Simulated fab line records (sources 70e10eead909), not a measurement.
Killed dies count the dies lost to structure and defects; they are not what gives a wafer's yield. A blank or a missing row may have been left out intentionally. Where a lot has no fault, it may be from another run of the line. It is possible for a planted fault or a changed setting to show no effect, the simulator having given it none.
Which tool was responsible? | flow nand-harc | 18 wafers from 6 lots sampled at 5 of the route's 1302 steps

== WHAT THE GAUGES READ, wafer by wafer ==
NHARC_END_SORT_01.
lot  | measured     | on        | killed-at-array
L879 | day 28 04:12 | prober-01 | 134 126 106
L883 | day 30 04:50 | prober-02 | 115 127 130

== WHICH TOOL RAN EACH LOT (tool, then ch and the chambers of the sampled wafers, then the start) ==
lot  | NHARC_A_SGD_CUT_ETCH_59            | NHARC_THIN_TSV_ETCH_15           | NHARC_THIN_TSV_PVD_19                   | NHARC_THIN_TSV_STRIP_56
L872 | rie-diel-08 ch 0,1,3, day 19 14:52 | rie-si-03 ch 1,2,3, day 24 10:59 | pvd-sputter-02, day 24 17:13 or earlier | plasma-asher-02 ch 0,1, day 24 17:13
L873 | rie-diel-06 ch 0,1,3, day 19 17:43 | rie-si-02 ch 2,3, day 24 08:26   | pvd-sputter-01, day 24 14:10 or earlier | plasma-asher-02 ch 0,1, day 24 14:10
L875 | rie-diel-08 ch 0,2,3, day 20 20:20 | rie-si-03 ch 2,3, day 25 08:16   | pvd-sputter-02, day 25 14:07 or earlier | plasma-asher-02 ch 0,1, day 25 14:07
L879 | rie-diel-08 ch 0,2,3, day 23 02:59 | rie-si-03 ch 1,2, day 27 13:05   | pvd-sputter-03, day 27 18:59 or earlier | plasma-asher-01 ch 0,1, day 27 18:59
L883 | rie-diel-08 ch 1,2,3, day 24 17:01 | rie-si-03 ch 1,2,3, day 29 13:01 | pvd-sputter-03, day 29 18:50 or earlier | plasma-asher-01 ch 0,1, day 29 18:50
L893 | rie-diel-08 ch 0,1,3, day 29 00:47 | rie-si-02 ch 0,3, day 33 12:07   | pvd-sputter-01, day 33 17:48 or earlier | plasma-asher-01 ch 0,1, day 33 17:48
- NHARC_A_SGD_CUT_ETCH_59: etches the open film in N2/H2, target depth 260 nm, time 406.25 s.
- NHARC_THIN_TSV_ETCH_15: target depth 3000 nm, bosch target overetch cycles 2, bosch etch step 2.8 s.
- NHARC_THIN_TSV_PVD_19: deposits TaN, target thk 20 nm.
- NHARC_THIN_TSV_STRIP_56: strips in O2.

== THE ANSWER, worked out from the rows above alone ==
Rule: the lots themselves supply what counts as usual. Put in order of their means at a reading, lots are off if they are a third of the lots or fewer, leave a main group of 4 or more, and stand apart from it by a gap of 3 or more times the standard deviation of the main group's means; of several such gaps the widest counts. Not used: any main group whose means are identical at the precision the tables above print for the reading. A lot without any number at a reading at which 4 lots or more have one is off too. Where the step has rows for the other lots, those lots are counted as sound.
None of the lots is off at any reading shown; this tells nothing.

== WHAT WAS PUT IN BY THE SIMULATOR ==
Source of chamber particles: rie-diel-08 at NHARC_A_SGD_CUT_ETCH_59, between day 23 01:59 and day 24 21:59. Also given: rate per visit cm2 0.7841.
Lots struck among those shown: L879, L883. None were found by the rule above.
